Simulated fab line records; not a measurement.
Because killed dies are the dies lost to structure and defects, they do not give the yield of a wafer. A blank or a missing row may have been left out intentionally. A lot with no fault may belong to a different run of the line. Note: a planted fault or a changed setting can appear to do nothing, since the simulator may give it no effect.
fab line records ; flow n5-finfet
record lots=10; wafers=30; last-day=19
route steps=1938 shown BEOL_M15@1814 MIM_BOT@1832 MIM_TOP_ETCH@1851 MIM_BOT_LITHO@1865 PASSIVATION@1936
lots that met no fault: from a run of the same line without faults
start-h: the number of hours between the record's first day and the start of the first shown wafer of the lot ; wait-h: time in hours since the lot's previous step ; " repeats the value in the row above ; L1.1+2: several wafers, shown together as one row ; - value missing, or start not given ; * or withheld: withheld ; < > ~ a bound
route shown NAME@n: a module of which the file shows steps, and the number in the route of the first ; usual: mean and standard deviation over wafers with no fault ; same: alike in all rows ; chamber/n: place in a boat ; sites: the reading at each site ; _std_site: the values' standard deviation ; _edge_site: mean of outer sites minus mean of inner sites ; radius-mm: for every site, how far away it sits from the centre of the wafer ; mask NAME#n: copy n ; behind: the last tool/chamber to shape the wafer ; hold: why the lot went on hold/how many hours it stayed there/how the hold came to an end ; device: which transistor (n, p or np) failed to switch ; end of line: the route-end tests of the same wafers ; a step without rows: its recipe alone ; killed: dies lost to structure and defects at the first sort, not the wafer's yield ; map: shows each die of a wafer: x if killed, . if not, _ if none is there
set.NAME: setting as actually run; set.NAME@STEP: the setting as run at that earlier step ; model.NAME: the simulator's own value behind a step, which no gauge read
the route's steps for a sample of lots (tables are steps, rows are wafers)
services: when a tool's chamber went out of use (start-h, in hours from the record's first day, below 0 if earlier), for how many hours, and the reason
## steps
# step N5_BEOL_M15_ETCH_38
# recipe chemistry=CF4/N2; target=SiCN; target-depth-a=1064; taper-deg=2; time-s=120.5; ion-energy-ev=150; mask-material=SiO2; pressure-mtorr=40; source-w=430; bias-w=70; Ar_flow_sccm=100; cf4-flow-sccm=60; n2-flow-sccm=60
# usual bias-w=69.99/0.2; cf4-flow-sccm=60.02/0.18; drypump-motor-current-A=5.7/0.49; mfc-ar-sccm=100.02/0.28; oes-product-au=0.81/0.076; rf-vpp-V=382.2/2.2; showerhead-plenum-p-Torr=2.20/0.087; throttle-valve-pct=15.5/0.33
lot.wafer;tool;chamber;start-h;wait-h;bias-w;cf4-flow-sccm;drypump-motor-current-A;mfc-ar-sccm;oes-product-au;rf-hours-counter-h;rf-vpp-V;showerhead-plenum-p-Torr;throttle-valve-pct
L853.1;rie-diel-05;2;-;-;70.26;59.67;6.0;100.13;0.74;185;384.3;2.29;15.9
L853.4;rie-diel-05;3;-;-;69.92;60.23;5.1;100.42;0.68;249;382.3;2.17;15.3
L853.5;rie-diel-05;1;-;-;69.99;59.96;5.6;100.11;0.95;-;384.6;2.25;15.1
L854.1;rie-diel-06;1;-;-;69.77;60.03;6.5;99.53;0.71;222;380.9;2.17;15.9
L854.3;rie-diel-06;0;-;-;69.67;59.84;5.2;100.16;0.74;173;377.6;2.02;15.7
L854.4;rie-diel-06;1;-;-;70.13;60.40;6.5;99.96;0.72;-;380.9;2.17;15.8
L855.1;rie-diel-05;1;-;-;69.69;60.16;5.7;100.37;0.94;17;383.1;2.25;15.1
L855.4;rie-diel-05;1;-;-;70.14;60.12;5.7;100.40;0.94;-;382.0;2.25;15.1
L855.6;rie-diel-05;2;-;-;69.75;59.90;6.0;100.21;0.73;-;383.9;2.28;15.9
L857.1;rie-diel-02;0;-;-;69.77;59.75;6.1;100.27;0.89;37;382.9;2.26;14.9
L857.3;rie-diel-02;3;-;-;69.61;60.18;5.2;100.08;0.83;94;382.6;2.22;15.7
L857.4;rie-diel-02;2;-;-;69.75;59.80;5.3;100.21;0.76;174;379.9;2.11;15.5
L858.3;rie-diel-06;0;-;-;69.91;59.78;5.2;99.90;0.73;-;378.8;2.02;15.8
L858.4;rie-diel-06;2;-;-;69.60;60.07;6.0;99.73;0.83;-;383.7;2.23;15.6
L858.6;rie-diel-06;0;-;-;70.01;59.87;5.2;100.11;0.73;-;376.2;2.02;15.8
L861.2;rie-diel-02;3;-;-;70.32;60.04;5.2;100.03;0.82;100;383.9;2.22;15.7
L861.3;rie-diel-02;1;-;-;70.12;59.64;6.5;100.39;0.80;87;385.1;2.31;15.3
L861.4;rie-diel-02;0;-;-;69.92;60.49;6.2;99.58;0.87;44;382.8;2.25;14.9
L868.1;rie-diel-02;0;-;-;69.70;59.97;6.1;99.96;0.86;57;383.1;2.25;14.9
L868.2;rie-diel-02;3;-;-;69.84;59.70;5.2;99.92;0.81;113;381.7;2.22;15.8
L868.6;rie-diel-02;2;-;-;69.83;59.74;5.3;100.15;0.74;-;378.8;2.11;15.6
L871.2;rie-diel-06;3;-;-;69.82;59.76;6.0;99.87;0.91;19;384.2;2.35;15.4
L871.5;rie-diel-06;3;-;-;70.08;59.59;6.0;99.69;0.92;-;385.9;2.35;15.4
L871.6;rie-diel-06;0;-;-;69.79;59.83;5.3;100.39;0.71;-;376.4;2.01;15.8
L872.2;rie-diel-02;0;-;-;70.00;59.92;6.1;100.05;0.85;65;383.1;2.25;15.0
L872.4;rie-diel-02;3;-;-;70.25;60.02;5.2;99.40;0.80;120;383.0;2.22;15.8
L872.5;rie-diel-02;3;-;-;70.00;59.94;5.2;99.67;0.80;-;382.8;2.21;15.8
L873.2;rie-diel-06;2;-;-;70.13;60.08;6.1;99.93;0.80;98;381.8;2.22;15.6
L873.3;rie-diel-06;3;-;-;69.90;60.07;6.0;100.07;0.90;24;384.7;2.34;15.4
L873.6;rie-diel-06;0;-;-;70.00;59.73;5.2;99.67;0.71;-;378.1;2.01;15.8
# step N5_MIM_BOT_DEGAS_01
# recipe ambient=vacuum; temp-c=300; time-s=60
# usual heater-power-w=435/52
lot.wafer;tool;chamber;start-h;wait-h;heater-power-w
L853.1;pvd-sputter-01;-;326.96;0.8;409
L853.4;pvd-sputter-01;-;326.96;0.8;507
L853.5;pvd-sputter-01;-;326.96;0.8;405
L854.1;pvd-sputter-01;-;335.66;0.4;506
L854.3;pvd-sputter-01;-;335.66;0.4;439
L854.4;pvd-sputter-01;-;335.66;0.4;405
L855.1;pvd-sputter-03;-;339.81;1.4;371
L855.4;pvd-sputter-03;-;339.81;1.4;401
L855.6;pvd-sputter-03;-;339.81;1.4;400
L857.1;pvd-sputter-02;-;364.46;1.3;544
L857.3;pvd-sputter-02;-;364.46;1.3;387
L857.4;pvd-sputter-02;-;364.46;1.3;403
L858.3;pvd-sputter-03;-;365.93;0.4;369
L858.4;pvd-sputter-03;-;365.93;0.4;392
L858.6;pvd-sputter-03;-;365.93;0.4;403
L861.2;pvd-sputter-03;-;386.32;0.2;481
L861.3;pvd-sputter-03;-;386.32;0.2;391
L861.4;pvd-sputter-03;-;386.32;0.2;390
L868.1;pvd-sputter-03;-;425.43;0.4;414
L868.2;pvd-sputter-03;-;425.43;0.4;488
L868.6;pvd-sputter-03;-;425.43;0.4;395
L871.2;pvd-sputter-02;-;439.13;0.3;392
L871.5;pvd-sputter-02;-;439.13;0.3;390
L871.6;pvd-sputter-02;-;439.13;0.3;541
L872.2;pvd-sputter-03;-;448.07;2.4;391
L872.4;pvd-sputter-03;-;448.07;2.4;402
L872.5;pvd-sputter-03;-;448.07;2.4;371
L873.2;pvd-sputter-03;-;448.51;0.8;386
L873.3;pvd-sputter-03;-;448.51;0.8;392
L873.6;pvd-sputter-03;-;448.51;0.8;383
# step N5_MIM_TOP_ETCH_ETCH_00
# recipe chemistry=Cl2/BCl3; target=TiN; target-depth-a=385; ion-energy-ev=150; pressure-mtorr=10; icp-w=1000; bias-w=126; Cl2_flow_sccm=53.25; bcl3-flow-sccm=21.75; Ar_flow_sccm=25
# usual bias-w=126.1/0.38; drypump-motor-current-A=5.4/0.39; mfc-ar-sccm=25.00/0.074; oes-product-au=0.80/0.051; throttle-valve-pct=22.63/0.26
lot.wafer;tool;chamber;start-h;wait-h;bias-w;drypump-motor-current-A;mfc-ar-sccm;oes-product-au;rf-hours-counter-h;throttle-valve-pct
L853.1;rie-metal-02;0;328.27;0.1;125.8;5.9;24.94;0.74;43;22.25
L853.4;rie-metal-02;0;328.27;0.1;126.2;5.9;24.97;0.74;-;22.24
L853.5;rie-metal-02;0;328.27;0.1;126.2;5.9;24.99;0.75;-;22.24
L854.1;rie-metal-02;0;338.41;0.1;125.7;5.9;25.11;0.75;44;22.22
L854.3;rie-metal-02;0;338.41;0.1;125.5;5.9;25.01;0.74;-;22.25
L854.4;rie-metal-02;1;338.41;0.1;126.2;5.1;24.98;0.86;-;22.74
L855.1;rie-metal-02;0;343.39;0.1;125.9;5.9;25.07;0.75;45;22.24
L855.4;rie-metal-02;1;343.39;0.1;126.2;5.1;25.01;0.84;-;22.75
L855.6;rie-metal-02;1;343.39;0.1;126.0;5.1;24.95;0.84;-;22.75
L857.1;rie-metal-02;1;366.04;0.1;126.1;5.1;25.02;0.84;27;22.75
L857.3;rie-metal-02;1;366.04;0.1;125.7;5.1;24.91;0.84;-;22.76
L857.4;rie-metal-02;0;366.04;0.1;125.9;5.9;25.06;0.74;-;22.24
L858.3;rie-metal-02;0;369.71;0.1;125.6;5.9;25.03;0.73;-;22.26
L858.4;rie-metal-02;1;369.71;0.1;92.5;5.1;24.96;0.78;-;22.76
L858.6;rie-metal-02;1;369.71;0.1;92.9;5.1;24.80;0.78;-;22.76
L861.2;rie-metal-02;0;391.16;0.1;125.6;5.9;24.89;0.73;49;22.26
L861.3;rie-metal-02;1;391.16;0.1;92.4;5.1;25.08;0.78;-;22.77
L861.4;rie-metal-02;0;391.16;0.1;125.8;5.9;24.89;0.73;-;22.25
L868.1;rie-metal-03;1;430.36;0.1;125.6;5.4;25.10;0.76;53;22.81
L868.2;rie-metal-03;0;430.36;0.1;125.3;5.0;24.95;0.81;35;22.55
L868.6;rie-metal-03;1;430.36;0.1;126.6;5.4;24.98;0.75;-;22.80
L871.2;rie-metal-01;0;441.16;0.1;126.2;4.8;25.15;0.84;17;22.85
L871.5;rie-metal-01;1;441.16;0.1;126.4;5.6;24.94;0.85;-;23.09
L871.6;rie-metal-01;0;441.16;0.1;125.7;4.8;25.09;0.83;-;22.88
L872.2;rie-metal-02;1;450.10;0.1;125.9;5.1;25.07;0.81;36;22.77
L872.4;rie-metal-02;0;450.10;0.1;126.1;5.9;25.00;0.72;-;22.24
L872.5;rie-metal-02;0;450.10;0.1;126.0;5.9;25.01;0.72;-;22.28
L873.2;rie-metal-03;1;450.18;0.1;125.9;5.4;25.02;0.75;55;22.82
L873.3;rie-metal-03;1;450.18;0.1;125.4;5.3;25.02;0.74;-;22.82
L873.6;rie-metal-03;0;450.18;0.1;126.3;5.0;24.90;0.80;-;22.56
# step N5_MIM_BOT_LITHO_DESCUM_10
# recipe chemistry=O2; time-s=7.9; source-power-w=50; bias-power-w=20; pressure-mtorr=20; rf-frequency-hz=2.712e+07; temp-c=40; o2-flow-sccm=225
# usual drypump-motor-current-A=5.9/0.48; oes-product-au=0.80/0.088; rf-vpp-V=243.3/1.5; showerhead-plenum-p-Torr=2.11/0.089; throttle-valve-pct=20.4/0.37
lot.wafer;tool;chamber;start-h;wait-h;drypump-motor-current-A;oes-product-au;rf-hours-counter-h;rf-vpp-V;showerhead-plenum-p-Torr;throttle-valve-pct
L853.1;rie-diel-04;3;329.04;0.0;5.2;0.88;31;244.1;2.23;20.0
L853.4;rie-diel-04;1;329.04;0.0;6.4;0.84;66;242.4;2.12;20.1
L853.5;rie-diel-04;1;329.04;0.0;6.4;0.83;-;243.0;2.12;20.1
L854.1;rie-diel-04;1;339.18;0.0;6.4;0.82;71;244.4;2.12;20.2
L854.3;rie-diel-04;0;339.18;0.0;6.0;0.69;200;242.8;2.09;21.0
L854.4;rie-diel-04;3;339.18;0.0;5.2;0.87;34;244.4;2.22;20.0
L855.1;rie-diel-01;3;344.07;0.1;5.9;0.84;98;241.9;2.03;20.1
L855.4;rie-diel-01;3;344.07;0.1;5.9;0.84;-;243.4;2.03;20.1
L855.6;rie-diel-01;1;344.07;0.1;5.7;0.82;-;241.3;2.02;20.5
L857.1;rie-diel-03;3;366.97;0.0;6.5;0.92;14;244.1;2.14;20.1
L857.3;rie-diel-03;2;366.97;0.0;5.3;0.71;195;241.7;2.00;20.2
L857.4;rie-diel-03;0;366.97;0.0;5.6;0.90;32;246.5;2.24;20.2
L858.3;rie-diel-04;0;370.64;0.3;6.0;0.69;210;241.8;2.09;21.0
L858.4;rie-diel-04;2;370.64;0.3;5.6;0.97;2;243.9;2.26;20.6
L858.6;rie-diel-04;0;370.64;0.3;6.0;0.68;-;242.1;2.09;21.0
L861.2;rie-diel-03;2;392.36;0.4;5.3;0.69;204;240.8;2.00;20.2
L861.3;rie-diel-03;1;392.36;0.4;5.2;0.83;69;242.1;2.12;20.1
L861.4;rie-diel-03;3;392.36;0.4;6.5;0.90;23;243.2;2.14;20.1
L868.1;rie-diel-03;0;431.01;0.0;5.6;0.86;57;245.3;2.23;20.3
L868.2;rie-diel-03;3;431.01;0.0;6.5;0.86;37;244.4;2.13;20.1
L868.6;rie-diel-03;3;431.01;0.0;6.5;0.86;-;243.2;2.13;20.1
L871.2;rie-diel-03;2;442.85;0.7;5.3;0.69;223;241.8;1.99;20.3
L871.5;rie-diel-03;2;442.85;0.7;5.3;0.68;-;241.7;1.99;20.3
L871.6;rie-diel-03;0;442.85;0.7;5.7;0.85;-;243.2;2.23;20.3
L872.2;rie-diel-01;3;450.91;0.0;5.9;0.81;137;242.9;2.02;20.2
L872.4;rie-diel-01;2;450.91;0.0;6.5;0.69;249;242.3;1.99;21.1
L872.5;rie-diel-01;3;450.91;0.0;5.9;0.80;-;241.9;2.02;20.2
L873.2;rie-diel-04;2;450.94;0.0;5.6;0.88;31;244.7;2.25;20.6
L873.3;rie-diel-04;0;450.94;0.0;6.0;0.67;236;243.5;2.08;21.1
L873.6;rie-diel-04;2;450.94;0.0;5.6;0.88;-;242.5;2.25;20.6
# step N5_PASSIVATION_PROBE_49
# usual defect-limited-yield=91.5/1.4; killed_at_M0_to_M3=34/11; killed_at_M4_up=15/6; killed-at-contacts=11/5.9; killed-at-front-end=37/11; killed-at-other=3.6/2.9; killed-dies=101/17; killed-on-rim=13/4; killed-open=66/12; killed-short=33/7.8; sort_bin_5_function=5.0/0.97; sort_bin_6_memory=3.2/0.65; sort_bin_8_speed=0.02/0.2; sort-n-pass=1079/17; sort-yield-pct=91.4/1.4
# same gross-dies=1180; killed-at-back-side=0; sort_bin_4_leakage[%]=0
lot.wafer;tool;chamber;start-h;wait-h;defect-limited-yield[%];killed_at_M0_to_M3;killed_at_M4_up;killed-at-contacts;killed-at-front-end;killed-at-other;killed-dies;killed-on-rim;killed-open;killed-short;sort_bin_5_function[%];sort_bin_6_memory[%];sort_bin_8_speed[%];sort-n-pass;sort-yield-pct[%]
L855.1;prober-02;-;354.61;0.0;93.6;16;20;9;29;1;75;9;56;17;3.7;2.4;0;1105;93.6
L855.4;prober-02;-;354.76;0.2;93.1;27;15;6;34;0;82;13;50;29;4.2;2.6;0;1098;93.1
L855.6;prober-02;-;354.86;0.3;92.4;29;13;5;43;0;90;12;60;27;3.7;3.5;0;1090;92.4
L858.3;prober-02;-;381.69;0.1;91.4;31;11;9;49;1;101;15;73;25;4.3;4.0;0;1079;91.4
L858.4;prober-02;-;381.74;0.2;91.5;41;21;6;24;8;100;11;68;29;5.7;2.6;0;1080;91.5
L858.6;prober-02;-;381.84;0.3;91.8;40;22;5;26;4;97;7;67;28;4.8;3.3;0;1083;91.8
L861.2;prober-02;-;401.85;0.1;91.3;43;15;12;32;1;103;10;69;32;4.3;4.2;0;1077;91.3
L861.3;prober-02;-;401.90;0.1;93.7;17;12;6;37;2;74;10;48;24;4.4;1.5;0;1106;93.7
L861.4;prober-02;-;401.95;0.2;94.2;19;14;5;25;5;68;11;42;25;3.8;1.6;0;1112;94.2
# killed by level:class
L855.1 BEOL_M4:geometric-particle:open=10 FIN_SAQP:geometric-particle:open=9 MOL_CONTACT_COAG:geometric-particle:open=7 GATE_CUT:geometric-particle:open=5 GATE_CUT:geometric-particle:short=4 BEOL_M6:geometric-particle:open=4 BEOL_M1:geometric-particle:open=4 BEOL_M2:geometric-particle:open=4
L855.4 BEOL_M2:geometric-particle:short=9 MOL_CONTACT_COAG:geometric-particle:open=6 FIN_SAQP:geometric-particle:short=5 BEOL_M4:geometric-particle:open=5 STARTING-WAFER:geometric-particle:open=5 STI_FIN_REVEAL:geometric-particle:open=4 GATE_CUT:geometric-particle:open=4 BEOL_M2:geometric-particle:open=4
L855.6 FIN_SAQP:geometric-particle:short=10 BEOL_M4:geometric-particle:open=8 STI_FIN_REVEAL:geometric-particle:open=7 DUMMY_GATE:geometric-particle:open=7 BEOL_M3:geometric-particle:open=7 BEOL_M0_SAQP:geometric-particle:open=6 BEOL_M2:geometric-particle:short=6 FIN_SAQP:geometric-particle:open=5
L858.3 STI_FIN_REVEAL:geometric-particle:open=21 BEOL_M1:geometric-particle:open=10 BEOL_M3:geometric-particle:open=7 FIN_SAQP:geometric-particle:open=6 MOL_CONTACT_COAG:geometric-particle:open=6 BEOL_M0_SAQP:geometric-particle:short=6 BEOL_M0_SAQP:geometric-particle:open=5 DUMMY_GATE:geometric-particle:open=4
L858.4 BEOL_M1:geometric-particle:open=14 BEOL_M2:geometric-particle:open=8 BEOL_M3:geometric-particle:open=7 BEOL_M4:geometric-particle:open=7 DUMMY_GATE:geometric-particle:open=5 MOL_CONTACT_COAG:geometric-particle:open=5 BEOL_M0_SAQP:geometric-particle:short=5 FIN_SAQP:geometric-particle:short=3
L858.6 BEOL_M1:geometric-particle:open=11 DUMMY_GATE:geometric-particle:open=10 BEOL_M3:geometric-particle:open=10 BEOL_M4:geometric-particle:open=8 BEOL_M0_SAQP:geometric-particle:short=8 MOL_CONTACT_COAG:geometric-particle:open=5 BEOL_M1:geometric-particle:short=5 FIN_SAQP:geometric-particle:open=4
L861.2 MOL_CONTACT_COAG:geometric-particle:open=12 BEOL_M2:geometric-particle:open=9 BEOL_M0_SAQP:geometric-particle:short=8 GATE_CUT:geometric-particle:open=6 BEOL_M3:geometric-particle:open=6 FIN_SAQP:geometric-particle:open=5 BEOL_M2:geometric-particle:short=5 BEOL_M0:geometric-particle:open=5
L861.3 STI_FIN_REVEAL:geometric-particle:open=7 BEOL_M4:geometric-particle:open=7 BEOL_M3:geometric-particle:open=7 GATE_CUT:geometric-particle:short=5 GATE_CUT:geometric-particle:open=5 ILD0:geometric-particle:open=4 MOL_CONTACT_COAG:geometric-particle:open=4 BEOL_M7:geometric-particle:open=4
L861.4 BEOL_M4:geometric-particle:open=6 GATE_CUT:geometric-particle:open=5 BEOL_M0_SAQP:geometric-particle:short=5 MOL_CONTACT_COAG:geometric-particle:open=4 BEOL_M3:geometric-particle:open=4 FIN_SAQP:geometric-particle:short=3 STI_FIN_REVEAL:geometric-particle:open=3 BEOL_M2:geometric-particle:short=3
## services
tool;chamber;start-h;hours;kind
rie-diel-03;3;303.59;-;clean
rie-diel-03;3;303.59;-;consumable-replace:focus-ring
rie-diel-03;3;303.59;24.1;scheduled-down
rie-diel-03;3;303.59;24.1;vent-cycle
rie-diel-05;2;308.01;10.4;repair
rie-diel-03;0;346.69;3.6;repair
rie-diel-02;0;347.03;9.0;repair
rie-diel-04;2;349.27;-;clean
rie-diel-04;2;349.27;-;consumable-replace:focus-ring
rie-diel-04;2;349.27;-;consumable-replace:showerhead
rie-diel-04;2;349.27;16.0;scheduled-down
rie-diel-04;2;349.27;16.0;vent-cycle
rie-diel-06;3;352.48;-;clean
rie-diel-06;3;352.48;-;consumable-replace:focus-ring
rie-diel-06;3;352.48;-;consumable-replace:showerhead
rie-diel-06;1;354.73;9.2;repair
rie-diel-03;3;355.22;1.7;repair
rie-diel-03;0;357.58;3.6;repair
rie-diel-04;0;357.66;5.9;repair
rie-diel-03;-;374.21;0.7;repair
pvd-sputter-02;-;382.94;2.5;repair
rie-metal-02;-;393.96;1.2;repair
rie-metal-02;-;409.72;1.9;repair
rie-diel-01;-;443.95;0.1;repair
## key
first-sign step=N5_MIM_TOP_ETCH_ETCH_00; reading=bias-w; direction=down; sigmas=89; usual=*; struck=*
effect none on later readings
met-at N5_MIM_TOP_ETCH_ETCH_00
struck-lots L858,L861
struck-wafers L858.4,L858.6,L861.3
not-acting-at N5_BEOL_M15_ETCH_38,N5_MIM_BOT_DEGAS_01,N5_MIM_BOT_LITHO_DESCUM_10
onset-between 366.04 369.71
fault kind=process-parameter-drift; tool=rie-metal-02; chamber=1; onset-h=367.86; steps=N5_MIM_TOP_ETCH_ETCH_00; channel=bias-w; offset=*; shape=step; end-h=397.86; acts-in=*; stated=*
